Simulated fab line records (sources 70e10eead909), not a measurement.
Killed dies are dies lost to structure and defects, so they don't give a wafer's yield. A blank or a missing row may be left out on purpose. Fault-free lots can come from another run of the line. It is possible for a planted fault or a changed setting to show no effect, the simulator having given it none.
Matching of chambers || flow nand_harc || rie_diel-05 running NHARC_A_CONTACT_ETCH_97: 4 sister chambers
The step etches the open film in C4F6/O2, target depth 20 nm, time 10 s. 14 wafers are shown with their chamber, then 7 later ones without.

== WAFERS, EACH WITH ITS CHAMBER ==
{"wafer": "L890.1", "chamber": 1, "drypump_motor_current_A (A)": 5.2, "showerhead_plenum_p_Torr (Torr)": 4.01, "rf_vpp_V (V)": 548.1}
{"wafer": "L890.3", "chamber": 3, "drypump_motor_current_A (A)": 5.4, "showerhead_plenum_p_Torr (Torr)": 3.89, "rf_vpp_V (V)": 548.3}
{"wafer": "L890.5", "chamber": 2, "drypump_motor_current_A (A)": 6.4, "showerhead_plenum_p_Torr (Torr)": 3.74, "rf_vpp_V (V)": 543.4}
{"wafer": "L894.2", "chamber": 1, "drypump_motor_current_A (A)": 5.2, "showerhead_plenum_p_Torr (Torr)": 4.00, "rf_vpp_V (V)": 549.2}
{"wafer": "L894.3", "chamber": 0, "drypump_motor_current_A (A)": 5.4, "showerhead_plenum_p_Torr (Torr)": 3.99, "rf_vpp_V (V)": 548.3}
{"wafer": "L894.6", "chamber": 2, "drypump_motor_current_A (A)": 6.4, "showerhead_plenum_p_Torr (Torr)": 3.73, "rf_vpp_V (V)": 542.1}
{"wafer": "L898.2", "chamber": 2, "drypump_motor_current_A (A)": 6.4, "showerhead_plenum_p_Torr (Torr)": 3.73, "rf_vpp_V (V)": 543.2}
{"wafer": "L898.3", "chamber": 0, "drypump_motor_current_A (A)": 5.4, "showerhead_plenum_p_Torr (Torr)": 3.99, "rf_vpp_V (V)": 546.4}
{"wafer": "L898.5", "chamber": 2, "drypump_motor_current_A (A)": 6.4, "showerhead_plenum_p_Torr (Torr)": 3.73, "rf_vpp_V (V)": 543.7}
{"wafer": "L899.1", "chamber": 1, "drypump_motor_current_A (A)": 5.2, "showerhead_plenum_p_Torr (Torr)": 4.00, "rf_vpp_V (V)": 548.8}
{"wafer": "L899.5", "chamber": 2, "drypump_motor_current_A (A)": 6.5, "showerhead_plenum_p_Torr (Torr)": 3.73, "rf_vpp_V (V)": 543.7}
{"wafer": "L899.6", "chamber": 0, "drypump_motor_current_A (A)": 5.4, "showerhead_plenum_p_Torr (Torr)": 3.99, "rf_vpp_V (V)": 549.8}
{"wafer": "L908.2", "chamber": 3, "drypump_motor_current_A (A)": 5.4, "showerhead_plenum_p_Torr (Torr)": 3.88, "rf_vpp_V (V)": 545.3}
{"wafer": "L908.4", "chamber": 1, "drypump_motor_current_A (A)": 5.2, "showerhead_plenum_p_Torr (Torr)": 3.99, "rf_vpp_V (V)": 547.1}

SIGNATURES (averages over the wafers above)
{"reading": "drypump_motor_current_A", "chamber 0": 5.400, "chamber 1": 5.200, "chamber 2": 6.420, "chamber 3": 5.400, "scatter within a chamber": 0.0283}
{"reading": "showerhead_plenum_p_Torr", "chamber 0": 3.9900, "chamber 1": 4.0000, "chamber 2": 3.7320, "chamber 3": 3.8850, "scatter within a chamber": 0.00574}
{"reading": "rf_vpp_V", "chamber 0": 548.167, "chamber 1": 548.300, "chamber 2": 543.220, "chamber 3": 546.800, "scatter within a chamber": 1.21}
Rule: for a wafer and a chamber, the distance is found by dividing, reading by reading, the gap between the wafer's reading and the chamber's mean by the reading's scatter, squaring, summing and taking the root. If the next closest chamber is less than 2 further off than the closest, the wafer can't be placed; otherwise it belongs to the closest. How the scatter is found: for the shown wafers, subtract from each reading the mean of its chamber, square and add these, divide the total by (wafers less chambers), then take the root.

== WAFERS MISSING THEIR CHAMBER ==
{"wafer": "L908.5", "drypump_motor_current_A (A)": 5.4, "showerhead_plenum_p_Torr (Torr)": 3.88, "rf_vpp_V (V)": 545.6}
{"wafer": "L912.1", "drypump_motor_current_A (A)": 5.2, "showerhead_plenum_p_Torr (Torr)": 3.99, "rf_vpp_V (V)": 547.7}
{"wafer": "L912.3", "drypump_motor_current_A (A)": 6.4, "showerhead_plenum_p_Torr (Torr)": 3.72, "rf_vpp_V (V)": 542.8}
{"wafer": "L912.4", "drypump_motor_current_A (A)": 5.4, "showerhead_plenum_p_Torr (Torr)": 3.87, "rf_vpp_V (V)": 547.2}
{"wafer": "L910.1", "drypump_motor_current_A (A)": 6.4, "showerhead_plenum_p_Torr (Torr)": 3.72, "rf_vpp_V (V)": 542.2}
{"wafer": "L910.4", "drypump_motor_current_A (A)": 5.4, "showerhead_plenum_p_Torr (Torr)": 3.98, "rf_vpp_V (V)": 547.7}
{"wafer": "L910.5", "drypump_motor_current_A (A)": 6.4, "showerhead_plenum_p_Torr (Torr)": 3.72, "rf_vpp_V (V)": 542.9}

== WHICH CHAMBER EACH WENT THROUGH ==
{"wafer": "L908.5", "from the rows above": 3, "in truth": 3}
{"wafer": "L912.1", "from the rows above": 1, "in truth": 1}
{"wafer": "L912.3", "from the rows above": 2, "in truth": 2}
{"wafer": "L912.4", "from the rows above": 3, "in truth": 3}
{"wafer": "L910.1", "from the rows above": 2, "in truth": 2}
{"wafer": "L910.4", "from the rows above": 0, "in truth": 0}
{"wafer": "L910.5", "from the rows above": 2, "in truth": 2}
Correct placement for 7 of the 7. Not placeable from these rows: 0. Wrongly placed: 0.
